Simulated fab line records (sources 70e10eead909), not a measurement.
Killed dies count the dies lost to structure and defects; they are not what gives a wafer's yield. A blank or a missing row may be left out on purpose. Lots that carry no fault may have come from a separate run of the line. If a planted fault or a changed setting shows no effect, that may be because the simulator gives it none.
Chamber matching || flow nand harc || NHARC_A_STAIRCASE_DESCUM_168 on rie diel-02 has 4 sister chambers
The step chemistry O2, time 3 s. 8 wafers are shown with their chamber, then 10 later ones without.

== WAFERS PAIRED WITH THEIR CHAMBERS ==
{"wafer": "L084.4", "chamber": 3, "showerhead plenum p Torr (Torr)": 1.90, "drypump motor current A (A)": 6.2}
{"wafer": "L086.5", "chamber": 0, "showerhead plenum p Torr (Torr)": 1.95, "drypump motor current A (A)": 5.6}
{"wafer": "L086.6", "chamber": 3, "showerhead plenum p Torr (Torr)": 1.89, "drypump motor current A (A)": 6.1}
{"wafer": "L087.2", "chamber": 0, "showerhead plenum p Torr (Torr)": 1.95, "drypump motor current A (A)": 5.6}
{"wafer": "L087.4", "chamber": 1, "showerhead plenum p Torr (Torr)": 1.84, "drypump motor current A (A)": 6.0}
{"wafer": "L087.6", "chamber": 2, "showerhead plenum p Torr (Torr)": 1.79, "drypump motor current A (A)": 6.0}
{"wafer": "L088.2", "chamber": 1, "showerhead plenum p Torr (Torr)": 1.83, "drypump motor current A (A)": 6.0}
{"wafer": "L088.3", "chamber": 2, "showerhead plenum p Torr (Torr)": 1.79, "drypump motor current A (A)": 6.0}

== WAFERS MISSING THEIR CHAMBER ==
{"wafer": "L088.4", "showerhead plenum p Torr (Torr)": 1.89, "drypump motor current A (A)": 6.1}
{"wafer": "L089.3", "showerhead plenum p Torr (Torr)": 1.89, "drypump motor current A (A)": 6.1}
{"wafer": "L089.4", "showerhead plenum p Torr (Torr)": 1.83, "drypump motor current A (A)": 6.0}
{"wafer": "L089.6", "showerhead plenum p Torr (Torr)": 1.94, "drypump motor current A (A)": 5.5}
{"wafer": "L093.2", "showerhead plenum p Torr (Torr)": 1.94, "drypump motor current A (A)": 5.6}
{"wafer": "L093.4", "showerhead plenum p Torr (Torr)": 1.78, "drypump motor current A (A)": 6.0}
{"wafer": "L093.5", "showerhead plenum p Torr (Torr)": 1.83, "drypump motor current A (A)": 6.0}
{"wafer": "L097.1", "showerhead plenum p Torr (Torr)": 1.94, "drypump motor current A (A)": 5.6}
{"wafer": "L097.2", "showerhead plenum p Torr (Torr)": 1.83, "drypump motor current A (A)": 6.0}
{"wafer": "L097.5", "showerhead plenum p Torr (Torr)": 1.83, "drypump motor current A (A)": 6.0}

== WHICH CHAMBER EACH WENT THROUGH ==
{"wafer": "L088.4", "from the rows above": 3, "in truth": 3}
{"wafer": "L089.3", "from the rows above": 3, "in truth": 3}
{"wafer": "L089.4", "from the rows above": 1, "in truth": 1}
{"wafer": "L089.6", "from the rows above": 0, "in truth": 0}
{"wafer": "L093.2", "from the rows above": 0, "in truth": 0}
{"wafer": "L093.4", "from the rows above": 2, "in truth": 2}
{"wafer": "L093.5", "from the rows above": 1, "in truth": 1}
{"wafer": "L097.1", "from the rows above": 0, "in truth": 0}
{"wafer": "L097.2", "from the rows above": 1, "in truth": 1}
{"wafer": "L097.5", "from the rows above": 1, "in truth": 1}
Correct placement for 10 of the 10. From these rows, 0 cannot be placed. Wrongly placed: 0.
How it was worked out, from the rows above alone: a wafer's distance from a chamber is the root of the sum, over the readings, of the square of ((its reading less the chamber's mean) divided by the reading's scatter). The wafer belongs to the nearest chamber; if the next one is less than 2 further off, it can't be placed. The mean given for a chamber averages the wafers shown for that chamber. How the scatter is found: for the shown wafers, subtract from each reading the mean of its chamber, square and add these, divide the total by (wafers less chambers), then take the root.
